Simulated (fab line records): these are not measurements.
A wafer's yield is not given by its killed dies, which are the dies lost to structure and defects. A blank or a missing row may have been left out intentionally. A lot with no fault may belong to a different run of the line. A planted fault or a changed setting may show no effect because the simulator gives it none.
What tool caused it?    flow n5_finfet    9 lots, 27 wafers sampled, at 6 steps of a route of 1938

WHAT THE GAUGES SHOWED, per wafer
N5_BEOL_M3_OCD_MEAS_38. Usual: 55.2 nm for trench_depth_nm, sd 1.
lot   measured      on      trench_depth_nm (nm)  flag
L971  day 7 16:50   ocd-01  55.4 55.4 55.3        
L973  day 7 23:44   ocd-02  55.4 54.6 55.7        
L975  day 8 18:00   ocd-02  59.9 60.2 59.5        OFF
L978  day 9 12:43   ocd-01  61.0 60.1 59.6        OFF
L984  day 11 02:35  ocd-02  57.5 54.9 55.5        
L986  day 11 10:10  ocd-01  55.6 53.4 53.6        
L989  day 12 09:16  ocd-01  55.0 54.2 54.8        
L991  day 12 19:35  ocd-02  53.5 55.7 53.4        
L992  day 12 21:38  ocd-01  54.2 54.9 53.7        

N5_BEOL_M4_RC_MEAS_101. Usual: DIBL_N 36.3 mV/V, standard deviation 1.7; DIBL_P 36.5 mV/V, standard deviation 1.8; IOFF_N 0.16 nA/um, standard deviation 0.033; IOFF_P 0.21 nA/um, standard deviation 0.037; ION_N 675 uA/um, standard deviation 11; ION_P 462 uA/um, standard deviation 7.9; SS_N 71.6 mV/dec, standard deviation 0.64; SS_P 73.3 mV/dec, standard deviation 0.68; VT_N 249 mV, standard deviation 3.3; VT_P -250 mV, standard deviation 3.3.
lot   measured      on         DIBL_N (mV/V)   DIBL_P (mV/V)   IOFF_N (nA/um)  IOFF_P (nA/um)  ION_N (uA/um)  ION_P (uA/um)  SS_N (mV/dec)   SS_P (mV/dec)   VT_N (mV)    VT_P (mV)       flag
L971  day 8 07:23   prober-01  37.0 35.9 36.4  37.9 36.4 36.4  0.16 0.14 0.14  0.23 0.22 0.21  674 669 675    464 461 471    71.5 71.1 71.3  73.7 73.5 73.1  249 251 251  -251 -250 -250  
L973  day 8 14:43   prober-01  36.4 38.2 37.6  35.8 38.6 37.2  0.15 0.19 0.16  0.22 0.26 0.24  672 682 671    463 470 466    72.0 71.9 72.3  72.9 74.6 74.0  249 245 250  -248 -246 -245  
L975  day 9 10:17   prober-01  37.3 36.6 37.0  38.4 36.7 37.8  0.18 0.17 0.17  0.24 0.22 0.24  680 688 676    466 459 465    72.3 71.7 72.3  72.8 72.8 73.0  247 250 249  -251 -253 -248  
L978  day 10 07:46  prober-02  34.4 36.1 36.9  34.8 37.7 38.2  0.11 0.14 0.15  0.16 0.21 0.20  662 653 662    448 460 450    70.0 70.6 71.1  72.8 73.9 73.8  253 253 251  -257 -251 -253  
L984  day 11 16:40  prober-02  37.0 38.1 39.1  36.3 37.1 38.9  0.17 0.19 0.21  0.24 0.24 0.27  677 675 686    463 462 465    71.6 72.2 72.7  73.4 73.7 73.8  249 248 248  -248 -246 -248  
L986  day 12 00:10  prober-02  37.3 35.6 35.4  35.4 34.2 34.3  0.16 0.15 0.14  0.22 0.22 0.21  675 703 677    466 481 469    71.4 71.4 71.2  72.8 72.5 72.8  247 246 249  -246 -244 -245  
L989  day 13 00:05  prober-02  33.4 35.3 34.3  33.1 34.8 33.9  0.13 0.16 0.14  0.17 0.19 0.18  682 677 672    465 462 459    71.4 71.3 71.9  72.7 73.6 73.2  251 247 250  -254 -251 -252  
L991  day 13 10:11  prober-02  36.2 37.3 37.5  35.1 36.3 37.0  0.14 0.16 0.16  0.17 0.18 0.20  662 677 673    447 458 458    71.2 72.1 71.5  73.8 73.9 74.2  253 249 247  -251 -254 -253  
L992  day 13 10:06  prober-01  33.2 36.3 36.8  33.6 37.7 38.6  0.12 0.18 0.19  0.16 0.21 0.22  669 678 677    452 461 458    71.2 71.9 72.1  72.4 74.4 74.3  252 248 246  -256 -250 -253  

WHICH TOOL RAN EACH LOT (tool, then ch and the chambers of the sampled wafers, then the start)
lot   N5_BEOL_M3_ETCH_64                  N5_BEOL_M3_ALD_98                  N5_BEOL_M3_TRENCH_ETCH_37           N5_BEOL_M3_SPUTTER_81
L971  rie_diel-02 ch 1,2, day 7 12:50     ald_sin-04 ch 0,3, day 7 13:58     rie_diel-02 ch 0,1, day 7 16:41     pvd_sputter-03, day 7 19:51
L973  rie_diel-04 ch 0,1,3, day 7 14:02   ald_sin-01 ch 0,2,3, day 7 15:34   rie_diel-02 ch 0,1,3, day 7 23:35   pvd_sputter-01, day 8 02:47
L975  rie_diel-05 ch 1,2, day 8 13:51     ald_sin-04 ch 0,2,3, day 8 16:14   rie_diel-02 ch 0,2,3, day 8 17:51   pvd_sputter-02, day 8 19:31
L978  rie_diel-05 ch 0,1,2, day 9 11:16   ald_sin-01 ch 0,1,3, day 9 12:13   rie_diel-02 ch 1,2,3, day 9 12:34   pvd_sputter-02, day 9 14:28
L984  rie_diel-05 ch 0,2, day 10 19:11    ald_sin-03 ch 0,3, day 10 20:41    rie_diel-04 ch 0,3, day 11 02:26    pvd_sputter-03, day 11 04:02
L986  rie_diel-05 ch 1,3, day 11 08:41    ald_sin-01 ch 0,3, day 11 09:40    rie_diel-05 ch 2,3, day 11 10:01    pvd_sputter-01, day 11 11:24
L989  rie_diel-02 ch 0,1,2, day 12 00:05  ald_sin-04 ch 0,1,2, day 12 01:50  rie_diel-02 ch 0,1,2, day 12 09:07  pvd_sputter-01, day 12 11:59
L991  rie_diel-02 ch 0,1,2, day 12 11:03  ald_sin-04 ch 2,3, day 12 12:12    rie_diel-05 ch 2,3, day 12 19:26    pvd_sputter-01, day 12 20:54
L992  rie_diel-05 ch 0,2,3, day 12 15:23  ald_sin-01 ch 0,1, day 12 16:31    rie_diel-02 ch 1,2, day 12 21:25    pvd_sputter-01, day 12 23:01
- N5_BEOL_M3_ETCH_64: etches SOC in N2/H2, target depth 75 nm, overetch 15 nm, time 112.5 s.
- N5_BEOL_M3_ALD_98: deposits SiO2, target thk 2.5 nm, pulse time 1 s, co reactant pulse time 1 s.
- N5_BEOL_M3_TRENCH_ETCH_37: etches SiOC in C4F6/O2, target depth 55.555 nm, time 29.2 s.
- N5_BEOL_M3_SPUTTER_81: material Cu, target thk 4.5 nm, time 8.29 s.

WHAT THE TOOLS THEMSELVES READ (means of the sampled wafers that have a number; where no wafer has one, the mark that the record gives instead)
N5_BEOL_M3_ETCH_64. Usual: drypump_motor_current_A 5.9 A, standard deviation 0.39; oes_product_au 0.59 a.u., standard deviation 0.049; rf_fwd_power_W 836.5 W, standard deviation 2.8; rf_vpp_V 523.8 V, standard deviation 2.3; showerhead_plenum_p_Torr 2.54 Torr, standard deviation 0.077; throttle_valve_pct 17.87 %, standard deviation 0.23.
lot   tool         drypump_motor_current_A (A)  oes_product_au (a.u.)  rf_fwd_power_W (W)  rf_vpp_V (V)  showerhead_plenum_p_Torr (Torr)  throttle_valve_pct (%)  flag
L971  rie_diel-02  6.2                          0.59                   837.4               524.9         2.58                             18.01                   
L973  rie_diel-04  5.2                          0.61                   836.1               523.8         2.51                             17.72                   
L975  rie_diel-05  6.0                          0.56                   835.5               526.1         2.63                             17.82                   
L978  rie_diel-05  5.9                          0.59                   835.6               525.6         2.61                             17.85                   
L984  rie_diel-05  5.8                          0.61                   837.3               525.0         2.59                             17.87                   
L986  rie_diel-05  6.2                          0.56                   838.2               524.8         2.56                             17.79                   
L989  rie_diel-02  6.0                          0.58                   836.0               523.6         2.53                             18.08                   
L991  rie_diel-02  6.0                          0.57                   836.2               522.6         2.52                             18.09                   
L992  rie_diel-05  5.8                          0.59                   837.7               524.0         2.54                             17.79                   

N5_BEOL_M3_ALD_98. Usual: heater_power_w 81 W, standard deviation 10; precursor_pulse_height_rel 1.000, standard deviation 0.019.
lot   tool        heater_power_w (W)  precursor_pulse_height_rel  flag
L971  ald_sin-04  89                  1.022                       
L973  ald_sin-01  82                  1.015                       
L975  ald_sin-04  85                  0.993                       
L978  ald_sin-01  75                  0.994                       
L984  ald_sin-03  78                  1.006                       
L986  ald_sin-01  74                  0.997                       
L989  ald_sin-04  77                  1.007                       
L991  ald_sin-04  98                  0.996                       
L992  ald_sin-01  77                  0.998                       

N5_BEOL_M3_TRENCH_ETCH_37. Usual: C4F6_flow_sccm 10.00 sccm, standard deviation 0.03; drypump_motor_current_A 5.9 A, standard deviation 0.38; oes_f_703_au 0.75 a.u., standard deviation 0.069; oes_o_777_au 0.75 a.u., standard deviation 0.071; oes_product_au 0.75 a.u., standard deviation 0.07; rf_fwd_power_W 350.0 W, standard deviation 2.3; rf_vpp_V 662 V, standard deviation 9.2; showerhead_plenum_p_Torr 2.85 Torr, standard deviation 0.075; throttle_valve_pct 20.91 %, standard deviation 0.2.
lot   tool         C4F6_flow_sccm (sccm)  drypump_motor_current_A (A)  oes_f_703_au (a.u.)  oes_o_777_au (a.u.)  oes_product_au (a.u.)  rf_fwd_power_W (W)  rf_vpp_V (V)  showerhead_plenum_p_Torr (Torr)  throttle_valve_pct (%)  flag
L971  rie_diel-02  10.02                  5.9                          0.73                 0.73                 0.75                   348.8               672           2.80                             21.08                   
L973  rie_diel-02  10.01                  5.9                          0.73                 0.72                 0.74                   347.4               667           2.80                             20.99                   
L975  rie_diel-02  9.99                   6.0                          0.91                 0.89                 0.76                   434.1               599           2.86                             20.91                   OFF
L978  rie_diel-02  9.97                   6.0                          0.93                 0.92                 0.77                   434.1               596           2.84                             20.97                   OFF
L984  rie_diel-04  9.99                   5.2                          0.79                 0.78                 0.80                   351.2               672           2.75                             20.81                   
L986  rie_diel-05  10.05                  5.6                          0.74                 0.74                 0.72                   351.6               654           2.87                             20.78                   
L989  rie_diel-02  10.00                  6.0                          0.72                 0.71                 0.72                   350.4               669           2.83                             21.08                   
L991  rie_diel-05  9.99                   5.6                          0.73                 0.73                 0.71                   350.5               653           2.87                             20.79                   
L992  rie_diel-02  10.01                  6.1                          0.72                 0.72                 0.71                   350.8               667           2.86                             21.06                   

N5_BEOL_M3_SPUTTER_81. Usual: 30.6 % for throttle_valve_pct, sd 0.82.
lot   tool            throttle_valve_pct (%)  flag
L971  pvd_sputter-03  30.3                    
L973  pvd_sputter-01  31.2                    
L975  pvd_sputter-02  30.3                    
L978  pvd_sputter-02  30.5                    
L984  pvd_sputter-03  30.4                    
L986  pvd_sputter-01  30.6                    
L989  pvd_sputter-01  31.2                    
L991  pvd_sputter-01  31.1                    
L992  pvd_sputter-01  30.6                    

THE ANSWER, worked out from the rows above alone
Rule: lot off if the mean of its wafers having a number is beyond 3 standard deviations from the usual mean. Also off: a lot with no number at a reading for which 4 or more lots have one. The other lots that the step has rows for count as sound. First the gauges in route order, then the tools' own readings, where a lot's mean is used as printed above. At the first step where some lot is off, the reading lying furthest off is the one used; lots without a number count as furthest.
Off: L975, L978 (N5_BEOL_M3_OCD_MEAS_38, trench_depth_nm).
A tool fits if, at a process step before that reading, it ran every lot that is off, and no sound lot after the first of them. Not tried: the gauges at N5_BEOL_M3_OCD_MEAS_38; whatever is off there is also off at N5_BEOL_M3_TRENCH_ETCH_37, on other tools, and gauge error can't account for it. No candidate that was tried fits.

WHAT THE SIMULATOR HAD INSERTED
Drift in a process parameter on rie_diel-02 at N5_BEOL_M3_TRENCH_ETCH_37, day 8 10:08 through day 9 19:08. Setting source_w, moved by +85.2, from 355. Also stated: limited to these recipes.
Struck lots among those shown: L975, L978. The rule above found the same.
